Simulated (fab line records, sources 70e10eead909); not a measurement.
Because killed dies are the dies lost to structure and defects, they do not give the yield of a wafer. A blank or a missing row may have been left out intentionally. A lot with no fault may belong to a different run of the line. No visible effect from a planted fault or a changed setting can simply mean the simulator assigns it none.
Matching of chambers -- flow nand_harc -- NHARC_A_CHANNEL_FILL_D1_ALD_02 on ald_hk-01 has 4 sister chambers
The step deposits SiO2, target thk 6 nm, pulse time 10 s, ald cycles 60. 8 wafers are shown with their chamber, then 11 later ones without.

## WAFERS PAIRED WITH THEIR CHAMBERS
wafer,chamber,heater_power_w (W),precursor_pulse_height_rel
L086.5,1,445,1.019
L089.1,3,367,1.008
L089.3,0,502,1.030
L089.6,2,433,0.989
L090.1,0,486,1.013
L090.2,3,366,1.000
L090.3,1,439,0.998
L090.4,2,427,0.998

## WAFERS WHOSE CHAMBER IS MISSING
wafer,heater_power_w (W),precursor_pulse_height_rel
L090.5,494,1.008
L090.6,443,0.997
L092.3,438,0.966
L092.4,436,1.020
L092.6,451,1.015
L093.1,493,0.983
L093.3,431,1.027
L093.4,370,0.996
L095.1,454,1.031
L095.2,490,1.000
L095.3,362,1.005

## WHICH CHAMBER EACH ONE RAN IN
wafer,from the rows above,in truth
L090.5,0,0
L090.6,can't be placed: 1 or 2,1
L092.3,can't be placed: 2 or 1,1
L092.4,can't be placed: 1 or 2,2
L092.6,1,1
L093.1,0,0
L093.3,can't be placed: 1 or 2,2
L093.4,3,3
L095.1,1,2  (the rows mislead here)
L095.2,0,0
L095.3,3,3
6 of 11 placed correctly. Can't be placed from these rows: 4 (the true chamber is among the candidates in 4). Wrongly placed: 1.
How it was worked out, from the rows above alone: a wafer's distance from a chamber is the root of the sum, over the readings, of the square of ((its reading less the chamber's mean) divided by the reading's scatter). The wafer belongs to the nearest chamber; if the next one is less than 2 further off, it can't be placed. Each chamber's mean is taken over the wafers shown for it. The scatter is the square root of a quotient: the sum, over the shown wafers, of each reading's squared deviation from its chamber's mean, divided by wafers minus chambers.
